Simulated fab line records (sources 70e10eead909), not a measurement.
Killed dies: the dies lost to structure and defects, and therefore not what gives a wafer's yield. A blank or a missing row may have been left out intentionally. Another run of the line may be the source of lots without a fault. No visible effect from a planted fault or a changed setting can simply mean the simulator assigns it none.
Chamber matching :: flow nandHarc :: pecvd-02 running NHARC_A_SLIT_DEP_23: 3 sister chambers
The step deposits SiON, target thk 100 nm. 6 wafers are shown with their chamber, then 10 later ones without.

## WAFERS WITH THEIR CHAMBER
wafer: L082.5
chamber: 2
heaterPowerOuterW (W): 387
heaterPowerW (W): 701

wafer: L085.1
chamber: 0
heaterPowerOuterW (W): 482
heaterPowerW (W): 816

wafer: L085.2
chamber: 1
heaterPowerOuterW (W): 540
heaterPowerW (W): 846

wafer: L085.4
chamber: 2
heaterPowerOuterW (W): 411
heaterPowerW (W): 749

wafer: L088.2
chamber: 1
heaterPowerOuterW (W): 426
heaterPowerW (W): 707

wafer: L088.4
chamber: 0
heaterPowerOuterW (W): 419
heaterPowerW (W): 724

## WAFERS WITHOUT THEIR CHAMBER
wafer: L088.5
heaterPowerOuterW (W): 335
heaterPowerW (W): 638

wafer: L090.2
heaterPowerOuterW (W): 469
heaterPowerW (W): 799

wafer: L090.5
heaterPowerOuterW (W): 484
heaterPowerW (W): 809

wafer: L090.6
heaterPowerOuterW (W): 321
heaterPowerW (W): 616

wafer: L089.1
heaterPowerOuterW (W): 504
heaterPowerW (W): 824

wafer: L089.3
heaterPowerOuterW (W): 492
heaterPowerW (W): 848

wafer: L089.6
heaterPowerOuterW (W): 327
heaterPowerW (W): 634

wafer: L096.2
heaterPowerOuterW (W): 487
heaterPowerW (W): 852

wafer: L096.5
heaterPowerOuterW (W): 525
heaterPowerW (W): 835

wafer: L096.6
heaterPowerOuterW (W): 502
heaterPowerW (W): 847

## WHICH CHAMBER EACH WENT THROUGH
wafer: L088.5
from the rows above: can't be placed: 2 or 0 or 1
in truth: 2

wafer: L090.2
from the rows above: can't be placed: 1 or 0 or 2
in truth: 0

wafer: L090.5
from the rows above: can't be placed: 1 or 0 or 2
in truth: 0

wafer: L090.6
from the rows above: can't be placed: 2 or 0 or 1
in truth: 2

wafer: L089.1
from the rows above: can't be placed: 1 or 0 or 2
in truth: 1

wafer: L089.3
from the rows above: can't be placed: 1 or 0 or 2
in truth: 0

wafer: L089.6
from the rows above: can't be placed: 2 or 0 or 1
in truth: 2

wafer: L096.2
from the rows above: can't be placed: 1 or 0 or 2
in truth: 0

wafer: L096.5
from the rows above: can't be placed: 1 or 0 or 2
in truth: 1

wafer: L096.6
from the rows above: can't be placed: 1 or 0 or 2
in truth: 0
Correctly placed: 0 of 10. These rows do not allow placing 10 (true chamber among the candidates in 10). Placed wrongly: 0.
How it was worked out, from the rows above alone: a wafer's distance from a chamber is the root of the sum, over the readings, of the square of ((its reading less the chamber's mean) divided by the reading's scatter). If the next closest chamber is less than 2 further off than the closest, the wafer can't be placed; otherwise it belongs to the closest. Each chamber's mean is taken over the wafers shown for it. The scatter: take each reading less its chamber's mean, square it, sum over the shown wafers, divide by the number of wafers less the number of chambers, and take the root.
